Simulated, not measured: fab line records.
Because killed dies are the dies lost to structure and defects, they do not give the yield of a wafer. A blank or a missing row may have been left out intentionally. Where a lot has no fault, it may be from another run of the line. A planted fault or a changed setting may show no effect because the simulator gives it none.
Chamber matching | flow nand-harc | 3 sister chambers for NHARC_A_BONDPAD_DEP_00 on pecvd-04
The step deposits SiCN, target thk 250 nm. 20 wafers are shown with their chamber, then 10 later ones without.

== EACH WAFER AND ITS CHAMBER ==
wafer  | chamber | heater-power-w (W) | susceptor-temp-C (C)
L074.2 | 0       | 634                | 369.74
L074.3 | 1       | 558                | 370.21
L074.5 | 0       | 658                | 369.89
L082.2 | 2       | 708                | 370.06
L082.3 | 0       | 675                | 370.44
L082.6 | 1       | 528                | 369.90
L084.3 | 2       | 625                | 370.46
L084.4 | 0       | 605                | 370.00
L084.5 | 2       | 651                | 370.28
L080.2 | 0       | 679                | 369.98
L080.4 | 0       | 667                | 370.10
L080.5 | 1       | 471                | 370.26
L086.1 | 0       | 707                | 369.55
L086.3 | 2       | 620                | 370.29
L086.4 | 1       | 498                | 370.04
L079.1 | 1       | 555                | 369.42
L079.3 | 2       | 664                | 369.64
L079.5 | 0       | 586                | 370.16
L087.1 | 0       | 685                | 369.88
L087.2 | 1       | 581                | 369.88

SIGNATURES (averages over the wafers above)
reading          | chamber 0 | chamber 1 | chamber 2 | scatter within a chamber
heater-power-w   | 655.11    | 531.83    | 653.60    | 39.1
susceptor-temp-C | 369.9711  | 369.9517  | 370.1460  | 0.285
Rule: for each reading, subtract the chamber's mean from the wafer's reading, divide by that reading's scatter and square the result; add these up over the readings and take the root, which gives the wafer's distance from the chamber. If the next closest chamber is less than 2 further off than the closest, the wafer can't be placed; otherwise it belongs to the closest. How the scatter is found: for the shown wafers, subtract from each reading the mean of its chamber, square and add these, divide the total by (wafers less chambers), then take the root.

== WAFERS MISSING THEIR CHAMBER ==
wafer  | heater-power-w (W) | susceptor-temp-C (C)
L087.5 | 468                | 370.04
L089.4 | 628                | 369.66
L089.5 | 686                | 369.86
L089.6 | 559                | 370.20
L096.3 | 691                | 370.16
L096.5 | 587                | 369.65
L096.6 | 698                | 370.35
L097.2 | 550                | 370.11
L097.3 | 715                | 369.57
L097.6 | 596                | 369.71

== CHAMBER TAKEN BY EACH ==
wafer  | from the rows above          | in truth
L087.5 | 1                            | 1
L089.4 | can't be placed: 0 or 2 or 1 | 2
L089.5 | can't be placed: 0 or 2      | 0
L089.6 | can't be placed: 1 or 2 or 0 | 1
L096.3 | can't be placed: 2 or 0      | 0
L096.5 | can't be placed: 1 or 0 or 2 | 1
L096.6 | can't be placed: 2 or 0      | 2
L097.2 | can't be placed: 1 or 2      | 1
L097.3 | can't be placed: 0 or 2      | 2
L097.6 | can't be placed: 0 or 1 or 2 | 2
Placed correctly: 1 of 10. Can't be placed from these rows: 9 (the true chamber is among the candidates in 9). 0 placed wrongly.
